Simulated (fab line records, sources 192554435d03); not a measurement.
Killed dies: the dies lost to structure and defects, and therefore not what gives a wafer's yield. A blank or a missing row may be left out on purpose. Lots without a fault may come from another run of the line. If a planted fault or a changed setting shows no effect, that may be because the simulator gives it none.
Matching of chambers ; flow n5 finfet ; 3 sister chambers for N5_BEOL_M4_ILD_DEP_00 on pecvd-04
The step deposits SiOC from DEMS/O2, target thk 79 nm, time 15.3 s. 6 wafers are shown with their chamber, then 8 later ones without.

## EACH WAFER AND ITS CHAMBER
wafer;chamber;showerhead vpp V (V);showerhead plenum p Torr (Torr)
L086.2;1;1449;5.704
L086.4;2;1486;5.718
L088.1;0;1577;5.691
L088.5;1;1464;5.706
L088.6;2;1519;5.717
L089.3;0;1556;5.678

## WAFERS WITHOUT THEIR CHAMBER
wafer;showerhead vpp V (V);showerhead plenum p Torr (Torr)
L089.4;1579;5.687
L089.6;1500;5.702
L096.4;1461;5.703
L096.5;1552;5.693
L096.6;1524;5.717
L097.1;1493;5.711
L097.4;1550;5.707
L097.5;1453;5.699

## EACH ONE'S CHAMBER
wafer;from the rows above;in truth
L089.4;0;0
L089.6;can't be placed: 1 or 2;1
L096.4;1;1
L096.5;0;0
L096.6;2;2
L097.1;can't be placed: 2 or 1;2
L097.4;can't be placed: 2 or 0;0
L097.5;1;1
5 of 8 placed correctly. Can't be placed from these rows: 3 (the true chamber is among the candidates in 3). Wrongly placed: 0.
How it was worked out, from the rows above alone: a wafer's distance from a chamber is the root of the sum, over the readings, of the square of ((its reading less the chamber's mean) divided by the reading's scatter). If the next closest chamber is less than 2 further off than the closest, the wafer can't be placed; otherwise it belongs to the closest. Each chamber's mean is taken over the wafers shown for it. The scatter: the root of (the sum of the squares of (reading less its chamber's mean) over the shown wafers, divided by (wafers less chambers)).
